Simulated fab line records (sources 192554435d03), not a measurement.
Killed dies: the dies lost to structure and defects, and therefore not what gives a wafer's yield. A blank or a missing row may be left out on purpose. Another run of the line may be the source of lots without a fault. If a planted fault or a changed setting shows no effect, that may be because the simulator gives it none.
The tool behind it: which one?	flow n5_finfet	Sampling: 24 lots, 72 wafers, 2 of 1938 route steps

== WHAT EACH GAUGE READ, for each wafer ==
N5_BEOL_M2_RS_MEAS_58: the measuring method here is four-point-probe.
lot	measured	on	M2_RS (ohm/sq)
L074	day 6 23:42	film_metro-02	0.671 0.670 0.695
L075	day 7 02:57	film_metro-01	0.673 0.665 0.691
L076	day 7 09:56	film_metro-01	0.681 0.709 0.706
L077	day 7 16:08	film_metro-01	0.638 0.617 0.628
L078	day 8 03:14	film_metro-01	0.658 0.703 0.674
L079	day 8 03:41	film_metro-01	0.650 0.660 0.631
L080	day 8 12:00	film_metro-01	0.709 0.704 0.709
L081	day 8 20:46	film_metro-02	0.722 0.676 0.711
L082	day 9 04:22	film_metro-01	0.693 0.689 0.726
L083	day 9 05:37	film_metro-01	0.648 0.645 0.627
L084	day 9 15:22	film_metro-02	0.710 0.679 0.700
L085	day 9 21:19	film_metro-01	0.755 0.719 0.718
L086	day 10 04:10	film_metro-02	0.689 0.679 0.703
L087	day 10 04:43	film_metro-02	0.669 0.692 0.705
L089	day 10 16:59	film_metro-01	0.660 0.643 0.644
L088	day 10 20:46	film_metro-01	0.675 0.654 0.648
L090	day 10 22:18	film_metro-01	0.717 0.699 0.658
L093	day 11 15:43	film_metro-02	0.678 0.685 0.698
L091	day 11 19:47	film_metro-01	0.682 0.656 0.674
L092	day 11 20:47	film_metro-01	0.631 0.651 0.663
L094	day 11 22:02	film_metro-01	0.676 0.679 0.664
L095	day 12 02:17	film_metro-02	0.669 0.667 0.666
L096	day 12 15:06	film_metro-01	0.638 0.648 0.629
L097	day 13 14:29	film_metro-02	0.664 0.653 0.677

N5_BEOL_M3_INSPECT_13: inspects for defects (brightfield).
lot	measured	on	raw_defect_count
L074	day 7 00:25	defect_inspect-01	454 384 349
L075	day 7 04:41	defect_inspect-02	377 278 464
L076	day 7 10:38	defect_inspect-02	351 377 457
L077	day 7 17:20	defect_inspect-02	457 427 476
L078	day 8 04:34	defect_inspect-01	278 310 315
L079	day 8 04:39	defect_inspect-02	409 403 473
L080	day 8 12:49	defect_inspect-01	358 486 357
L081	day 8 22:21	defect_inspect-01	309 424 541
L082	day 9 05:34	defect_inspect-02	407 460 477
L083	day 9 06:53	defect_inspect-02	436 413 388
L084	day 9 17:08	defect_inspect-02	287 283 405
L085	day 9 22:46	defect_inspect-01	337 454 436
L086	day 10 04:52	defect_inspect-02	425 452 352
L087	day 10 05:25	defect_inspect-01	435 442 370
L089	day 10 18:21	defect_inspect-02	330 375 368
L088	day 10 23:50	defect_inspect-01	420 483 404
L090	day 11 00:08	defect_inspect-02	454 511 358
L093	day 11 16:31	defect_inspect-02	426 406 313
L091	day 11 20:43	defect_inspect-01	463 470 389
L092	day 11 21:30	defect_inspect-01	439 425 452
L094	day 11 23:18	defect_inspect-01	721 588 558
L095	day 12 03:15	defect_inspect-01	646 460 528
L096	day 12 16:10	defect_inspect-02	353 549 292
L097	day 13 15:43	defect_inspect-01	376 296 243

== WHICH TOOL RAN EACH LOT (tool, then ch and the chambers of the sampled wafers, then the start) ==
No process step before these readings appears in the record.

== AS READ BY THE TOOLS THEMSELVES (means over the sampled wafers that have a number; for cases with no such wafer, the mark the record gives instead) ==
The record holds no such reading with a usual standard deviation.

== THE ANSWER, worked out from the rows above alone ==
Rule: what is usual is taken from the lots themselves. Put in order of their means at a reading, lots are off if they are a third of the lots or fewer, leave a main group of 4 or more, and stand apart from it by a gap of 3 or more times the standard deviation of the main group's means; of several such gaps the widest counts. Not used: any main group whose means are identical at the precision the tables above print for the reading. A lot without any number at a reading at which 4 lots or more have one is off too. Where the step has rows for the other lots, those lots are counted as sound. The gauges are gone through in route order, then the tools' own readings, and for those a lot's mean is taken as printed above. At the first step where some lot is off, the reading lying furthest off is the one used; lots without a number count as furthest.
No lot is off at any reading shown: from this, nothing can be told.

== WHAT THE SIMULATOR HAD INSERTED ==
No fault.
